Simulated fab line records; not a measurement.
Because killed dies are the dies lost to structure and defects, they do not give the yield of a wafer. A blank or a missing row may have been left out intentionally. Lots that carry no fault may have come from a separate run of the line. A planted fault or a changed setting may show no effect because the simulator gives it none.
Chamber matching | flow n5 finfet | N5_HKMG_FIN_STRIP_57 on rie diel-02 has 4 sister chambers
The step strips in CF4. 7 wafers are shown with their chamber, then 9 later ones without.

## WAFERS, EACH WITH ITS CHAMBER
wafer  | chamber | drypump motor current A (A) | throttle valve pct (%)
L077.3 | 3       | 5.5                         | 13.6
L082.6 | 0       | 6.0                         | 13.2
L084.3 | 2       | 6.1                         | 13.1
L084.6 | 2       | 6.2                         | 13.1
L088.1 | 1       | 5.5                         | 14.0
L088.5 | 1       | 5.5                         | 14.0
L088.6 | 0       | 6.0                         | 13.3

## WAFERS WITHOUT THEIR CHAMBER
wafer  | drypump motor current A (A) | throttle valve pct (%)
L089.1 | 6.0                         | 13.2
L089.2 | 5.5                         | 14.1
L089.6 | 6.0                         | 13.2
L093.2 | 6.0                         | 13.3
L093.5 | 5.5                         | 14.1
L093.6 | 6.0                         | 13.3
L097.2 | 6.2                         | 13.1
L097.4 | 5.5                         | 13.1
L097.5 | 5.5                         | 13.1

## CHAMBER TAKEN BY EACH
wafer  | from the rows above     | in truth
L089.1 | 0                       | 0
L089.2 | 1                       | 1
L089.6 | 0                       | 0
L093.2 | 0                       | 0
L093.5 | 1                       | 1
L093.6 | 0                       | 0
L097.2 | 2                       | 2
L097.4 | can't be placed: 3 or 0 | 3
L097.5 | can't be placed: 3 or 0 | 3
Placed correctly: 7 of 9. Not placeable from these rows: 2 (in 2, the candidates include the true chamber). 0 placed wrongly.
How it was worked out, from the rows above alone: a wafer's distance from a chamber is the root of the sum, over the readings, of the square of ((its reading less the chamber's mean) divided by the reading's scatter). The wafer belongs to the nearest chamber; if the next one is less than 2 further off, it can't be placed. The mean given for a chamber averages the wafers shown for that chamber. The scatter: the root of (the sum of the squares of (reading less its chamber's mean) over the shown wafers, divided by (wafers less chambers)).
